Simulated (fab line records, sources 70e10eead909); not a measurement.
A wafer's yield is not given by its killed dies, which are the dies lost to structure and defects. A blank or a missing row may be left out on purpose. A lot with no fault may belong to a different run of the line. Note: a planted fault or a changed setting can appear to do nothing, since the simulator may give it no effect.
Matching of chambers / flow nand-harc / rie-diel-13 running NHARC_A_ZERO_WELL_DESCUM_12: 4 sister chambers
The step chemistry O2, time 3 s. 14 wafers are shown with their chamber, then 7 later ones without.

WAFERS, EACH WITH ITS CHAMBER
wafer=L883.2; chamber=0; oes-product-au (a.u.)=0.999; throttle-valve-pct (%)=11.316; rf-vpp-V (V)=57.4
wafer=L883.3; chamber=1; oes-product-au (a.u.)=1.000; throttle-valve-pct (%)=11.328; rf-vpp-V (V)=58.1
wafer=L883.4; chamber=3; oes-product-au (a.u.)=1.010; throttle-valve-pct (%)=11.306; rf-vpp-V (V)=56.9
wafer=L885.1; chamber=2; oes-product-au (a.u.)=1.000; throttle-valve-pct (%)=11.306; rf-vpp-V (V)=58.3
wafer=L885.5; chamber=3; oes-product-au (a.u.)=1.005; throttle-valve-pct (%)=11.315; rf-vpp-V (V)=55.8
wafer=L885.6; chamber=2; oes-product-au (a.u.)=0.998; throttle-valve-pct (%)=11.304; rf-vpp-V (V)=57.1
wafer=L890.4; chamber=2; oes-product-au (a.u.)=0.991; throttle-valve-pct (%)=11.301; rf-vpp-V (V)=57.4
wafer=L890.5; chamber=0; oes-product-au (a.u.)=1.018; throttle-valve-pct (%)=11.312; rf-vpp-V (V)=56.8
wafer=L890.6; chamber=3; oes-product-au (a.u.)=1.006; throttle-valve-pct (%)=11.307; rf-vpp-V (V)=58.8
wafer=L891.1; chamber=0; oes-product-au (a.u.)=1.005; throttle-valve-pct (%)=11.313; rf-vpp-V (V)=57.5
wafer=L891.4; chamber=1; oes-product-au (a.u.)=1.012; throttle-valve-pct (%)=11.303; rf-vpp-V (V)=57.8
wafer=L891.5; chamber=3; oes-product-au (a.u.)=0.999; throttle-valve-pct (%)=11.311; rf-vpp-V (V)=57.2
wafer=L897.1; chamber=3; oes-product-au (a.u.)=1.007; throttle-valve-pct (%)=11.301; rf-vpp-V (V)=57.5
wafer=L897.3; chamber=1; oes-product-au (a.u.)=1.023; throttle-valve-pct (%)=11.305; rf-vpp-V (V)=59.0

SIGNATURES, as means of the wafers listed above
reading=oes-product-au; chamber 0=1.00733; chamber 1=1.01167; chamber 2=0.99633; chamber 3=1.00540; scatter within a chamber=0.0075
reading=throttle-valve-pct; chamber 0=11.31367; chamber 1=11.31200; chamber 2=11.30367; chamber 3=11.30800; scatter within a chamber=0.00721
reading=rf-vpp-V; chamber 0=57.233; chamber 1=58.300; chamber 2=57.600; chamber 3=57.240; scatter within a chamber=0.809
Rule: a wafer lies at a distance from a chamber equal to the root of the sum of squares, over the readings, of (its reading less the chamber's mean, divided by the reading's scatter). If the next closest chamber is less than 2 further off than the closest, the wafer can't be placed; otherwise it belongs to the closest. How the scatter is found: for the shown wafers, subtract from each reading the mean of its chamber, square and add these, divide the total by (wafers less chambers), then take the root.

WAFERS WITH NO CHAMBER GIVEN
wafer=L897.4; oes-product-au (a.u.)=1.026; throttle-valve-pct (%)=11.323; rf-vpp-V (V)=57.9
wafer=L901.1; oes-product-au (a.u.)=1.017; throttle-valve-pct (%)=11.303; rf-vpp-V (V)=55.7
wafer=L901.2; oes-product-au (a.u.)=1.013; throttle-valve-pct (%)=11.305; rf-vpp-V (V)=57.9
wafer=L901.4; oes-product-au (a.u.)=1.028; throttle-valve-pct (%)=11.300; rf-vpp-V (V)=57.2
wafer=L906.1; oes-product-au (a.u.)=0.991; throttle-valve-pct (%)=11.311; rf-vpp-V (V)=57.8
wafer=L906.5; oes-product-au (a.u.)=0.993; throttle-valve-pct (%)=11.317; rf-vpp-V (V)=56.9
wafer=L906.6; oes-product-au (a.u.)=1.011; throttle-valve-pct (%)=11.314; rf-vpp-V (V)=59.9

THE CHAMBER EACH PASSED THROUGH
wafer=L897.4; from the rows above=can't be placed: 1 or 0 or 3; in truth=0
wafer=L901.1; from the rows above=can't be placed: 3 or 0 or 1 or 2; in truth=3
wafer=L901.2; from the rows above=can't be placed: 1 or 3 or 0 or 2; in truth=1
wafer=L901.4; from the rows above=can't be placed: 1 or 3 or 0 or 2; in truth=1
wafer=L906.1; from the rows above=can't be placed: 2 or 3 or 0 or 1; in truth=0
wafer=L906.5; from the rows above=can't be placed: 0 or 2 or 3 or 1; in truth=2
wafer=L906.6; from the rows above=can't be placed: 1 or 0 or 3 or 2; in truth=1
0 of 7 placed correctly. Unplaceable from these rows: 7, with the true chamber sitting among the candidates in 7. Number placed wrongly: 0.
